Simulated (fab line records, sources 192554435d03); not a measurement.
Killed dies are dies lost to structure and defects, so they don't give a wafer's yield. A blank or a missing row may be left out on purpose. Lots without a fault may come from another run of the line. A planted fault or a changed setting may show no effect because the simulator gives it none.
Split-lot experiment | flow n5_finfet | 7 lots, 21 wafers read, on a route of 1938 steps

THE SPLIT
At N5_PASSIVATION_PASS_ETCH_47 (etches SiNx in CF4/O2, target depth 770 nm, time 385 s), the setting time_s was moved away from the recipe's 385 s on 8 of the 21 wafers read, by -20.6% to +15.5%. The other wafers ran this setting at the recipe's value.

The reading is taken at the split's own step.

THE READING
etch.depth_nm (the simulator's own value, which no gauge read), in nm, at N5_PASSIVATION_PASS_ETCH_47 (etches SiNx in CF4/O2, target depth 770 nm, time 385 s). The file gives no usual value for it. The 13 wafers here that ran the recipe average 754.1 nm, standard deviation 13 nm.

wafer  | tool, chamber at the split | time_s as run, s | against the recipe | etch.depth_nm, nm | against lot-mates on the recipe
L079.1 | rie_diel-04, 1             | 385              | recipe             | 741.8             | -
L079.5 | rie_diel-04, 0             | 385              | recipe             | 750               | -
L079.6 | rie_diel-04, 3             | 385              | recipe             | 769.3             | -
L084.1 | rie_diel-04, 1             | 385              | recipe             | 748.3             | -
L084.2 | rie_diel-04, 3             | 336.7            | -12.5%             | 670.3             | -78.0
L084.4 | rie_diel-04, 2             | 336.7            | -12.5%             | 678.8             | -69.5
L081.1 | rie_diel-01, 1             | 305.7            | -20.6%             | 614.7             | -148.1
L081.2 | rie_diel-01, 2             | 385              | recipe             | 749.9             | -
L081.5 | rie_diel-01, 1             | 385              | recipe             | 775.8             | -
L087.2 | rie_diel-03, 2             | 385              | recipe             | 761.3             | -
L087.3 | rie_diel-03, 3             | 435.1            | +13.0%             | 877.2             | +115.9
L087.4 | rie_diel-03, 1             | 435.1            | +13.0%             | 864.2             | +102.9
L091.2 | rie_diel-04, 1             | 444.7            | +15.5%             | 865.5             | +126.4
L091.3 | rie_diel-04, 0             | 444.7            | +15.5%             | 853.5             | +114.4
L091.5 | rie_diel-04, 0             | 385              | recipe             | 739.1             | -
L093.2 | rie_diel-01, 2             | 385              | recipe             | 764.8             | -
L093.4 | rie_diel-01, 0             | 385              | recipe             | 767.8             | -
L093.6 | rie_diel-01, 0             | 385              | recipe             | 762.4             | -
L096.1 | rie_diel-04, 0             | 410.6            | +6.6%              | 788.8             | +52.1
L096.2 | rie_diel-04, 1             | 385              | recipe             | 732               | -
L096.5 | rie_diel-04, 1             | 385              | recipe             | 741.4             | -

THE FIT
A straight line over all 21 wafers: etch.depth_nm changes by +7.08 nm for each +1% of time_s; r = +0.98; the points scatter about the line by 14 nm.
The same after taking each lot's own level away (the mean of its wafers on the recipe; 21 wafers): +7.34 nm for each +1%; r = +0.99; scatter 9.8 nm.
On that fit, the largest move of time_s shifts the reading by 1.5e+02 nm.
The lots' own levels span 736.70 to 765.00 nm, that is 2.2 times the standard deviation above.
So the lot-to-lot level changes the slope little: the two slopes agree.
Check: with one of the wafers moved furthest among these (-20.6%) left out of the fit, the line predicts -147 nm for it against its lot-mates. It came out at -148 nm against them.

OTHER SPLITS ON THESE WAFERS
These wafers also went through other splits before the reading. Each is held against what the fit with the lots' levels taken away leaves over:
other split on the same wafers        | wafers away from the commonest value | r with etch.depth_nm (lot level and that fit taken away)
N5_BEOL_M10_SURFACE_TREAT_76 time_s   | as run: not given for these wafers   | -
N5_BEOL_M13_EXPOSE_25 dose_mj         | 7                                    | -0.08
N5_BEOL_M13_DEVELOP_27 develop_time_s | 6                                    | -0.04
N5_BEOL_M14_ETCH_68 time_s            | 9                                    | +0.25
N5_BEOL_M15_EXPOSE_25 dose_mj         | 5                                    | +0.32
N5_BEOL_M15_DEVELOP_27 develop_time_s | 6                                    | +0.07
N5_MIM_BOT_ETCH_ETCH_04 time_s        | 12                                   | -0.44

THE FILE'S OWN FIT
etch.depth_nm changes by +7.35 nm for each +1% of time_s, r = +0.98.
